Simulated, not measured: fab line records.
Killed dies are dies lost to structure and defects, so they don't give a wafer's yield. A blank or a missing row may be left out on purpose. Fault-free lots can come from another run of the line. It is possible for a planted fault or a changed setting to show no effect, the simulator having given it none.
Matching of chambers    flow n5Finfet    4 sister chambers for N5_FIN_SAQP_SPACER2_ALD_28 on aldSin-03
The step deposits SiO2, target thk 8.1 nm, pulse time 1 s, purge time 2 s. 18 wafers are shown with their chamber, then 9 later ones without.

## WAFERS, EACH WITH ITS CHAMBER
wafer   chamber  heaterPowerW (W)  precursorPulseHeightRel  chamberPressureTorr (Torr)
L074.1  2        517               0.979                    2.001
L074.3  3        534               0.977                    2.001
L074.5  2        515               0.984                    2.001
L078.4  1        417               0.989                    2.014
L078.5  2        518               0.972                    1.999
L078.6  1        417               1.031                    2.000
L079.1  1        427               1.009                    2.005
L079.3  0        473               1.005                    2.001
L079.5  2        503               0.994                    2.007
L082.2  0        468               0.963                    2.002
L082.4  1        418               1.008                    2.005
L082.5  3        542               0.986                    2.007
L084.1  1        414               1.007                    2.000
L084.2  0        468               1.003                    2.005
L084.4  2        524               1.011                    1.989
L086.2  2        507               1.003                    2.000
L086.4  3        528               1.017                    1.996
L086.5  2        531               0.993                    2.002

SIGNATURES, as means of the wafers listed above
reading                  chamber 0  chamber 1  chamber 2  chamber 3  scatter within a chamber
heaterPowerW             469.67     418.60     516.43     534.67     7.35
precursorPulseHeightRel  0.99033    1.00880    0.99086    0.99333    0.0169
chamberPressureTorr      2.00267    2.00480    1.99986    2.00133    0.00519
Rule: distance of a wafer from a chamber = root of the sum over the readings of ((wafer's reading minus chamber's mean) / reading's scatter) squared. The wafer belongs to the nearest chamber; if the next one is less than 2 further off, it can't be placed. The scatter is the square root of a quotient: the sum, over the shown wafers, of each reading's squared deviation from its chamber's mean, divided by wafers minus chambers.

## WAFERS WHOSE CHAMBER IS MISSING
wafer   heaterPowerW (W)  precursorPulseHeightRel  chamberPressureTorr (Torr)
L088.4  461               0.995                    2.001
L088.5  417               1.005                    1.993
L088.6  469               1.017                    2.006
L090.2  531               0.978                    1.997
L090.3  457               0.971                    2.010
L090.5  472               0.985                    2.004
L093.2  471               1.009                    1.994
L093.3  506               0.973                    2.002
L093.6  526               1.010                    2.003

## EACH ONE'S CHAMBER
wafer   from the rows above      in truth
L088.4  0                        0
L088.5  1                        1
L088.6  0                        0
L090.2  can't be placed: 3 or 2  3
L090.3  0                        0
L090.5  0                        0
L093.2  0                        0
L093.3  2                        2
L093.6  can't be placed: 3 or 2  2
7 of 9 placed correctly. Cannot be placed on the basis of these rows: 2; the candidates contain the true chamber in 2. 0 placed wrongly.
